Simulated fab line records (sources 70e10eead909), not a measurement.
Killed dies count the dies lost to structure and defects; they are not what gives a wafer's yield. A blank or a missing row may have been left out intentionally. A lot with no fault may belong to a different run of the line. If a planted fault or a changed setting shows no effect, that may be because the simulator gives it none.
One fault seen from 2 desks	flow nand-harc	only its own numbers are on each desk; what lay behind them is given at the end

## AT THE TOOL OWNER'S DESK: cmp-04
The tool's own readings at NHARC_P_STI_CMP_21 (polishes, t overpolish 20 s, target thk 380.67 nm): means of the sampled wafers that have a number, for each lot that ran on this tool. If a lot's mean is further than 4 standard deviations from the usual mean, the lot is out of limits and carries the mark OUT (the distance appears in the brackets).
Columns: A = motor-current-A at NHARC_P_STI_CMP_21, usual 11.8 A; B = overpolish-run-s at NHARC_P_STI_CMP_21, usual 20.000 s
lot	first seen here	A	B
L307	day 4 01:37	12.3	19.998
L309	day 4 23:13	12.0	19.997
L315	day 7 20:11	11.8	20.002
L316	day 7 20:20	11.8	20.003
L317	day 8 02:06	11.1	19.996
L319	day 8 22:17	11.7	20.000
L322	day 10 12:22	11.9	69.108 (+99 or more) OUT
L324	day 11 06:18	11.6	69.111 (+99 or more) OUT
This desk finds L322, L324 out of limits, L322 being first, at day 10 12:22 (overpolish-run-s at NHARC_P_STI_CMP_21). Within limits: L307, L309, L315, L316, L317, L319.

## METROLOGY DESK
What the gauges read, lot by lot, whatever tool the lot ran on: means of the sampled wafers that have a number. If a lot's mean is further than 4 standard deviations from the usual mean, the lot is out of limits and carries the mark OUT (the distance appears in the brackets).
Columns: A = overlay-x-nm at NHARC_P_STI_OVL_MEAS_10, usual 0 nm; B = overlay-y-nm at NHARC_P_STI_OVL_MEAS_10, usual -2 nm
lot	first seen here	A	B
L306	day 2 21:01	1	-9
L307	day 3 07:53	5	4
L309	day 4 01:19	-10	-4
L315	day 6 13:40	1	-5
L316	day 6 23:26	-2	-1
L317	day 7 08:42	5	-4
L319	day 8 04:31	-8	-8
L321	day 9 00:56	3	-3
L322	day 9 11:22	0	-9
L323	day 9 20:26	-7	0
L324	day 10 11:32	-2	0
L327	day 11 18:08	5	-3
Result from this desk: across the 12 lots, nothing is out of limits.

## ALL TOGETHER
An alarm could have come from the tool owner's desk at day 10 12:22, on L322, L324.
Nothing out of limits was seen by the metrology desk.
The metrology desk has L322, L324 on record, within its limits.
All the named lots went through NHARC_P_STI_CMP_21 on cmp-04.

## WHAT THE SIMULATOR HAD INSERTED
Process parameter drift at NHARC_P_STI_CMP_21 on cmp-04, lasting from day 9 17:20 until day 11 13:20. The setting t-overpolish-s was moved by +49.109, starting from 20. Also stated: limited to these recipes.
Lots struck among those shown: L322, L324.
Each desk's first reading out of limits, in hours after the fault started: the tool owner's desk, 19.
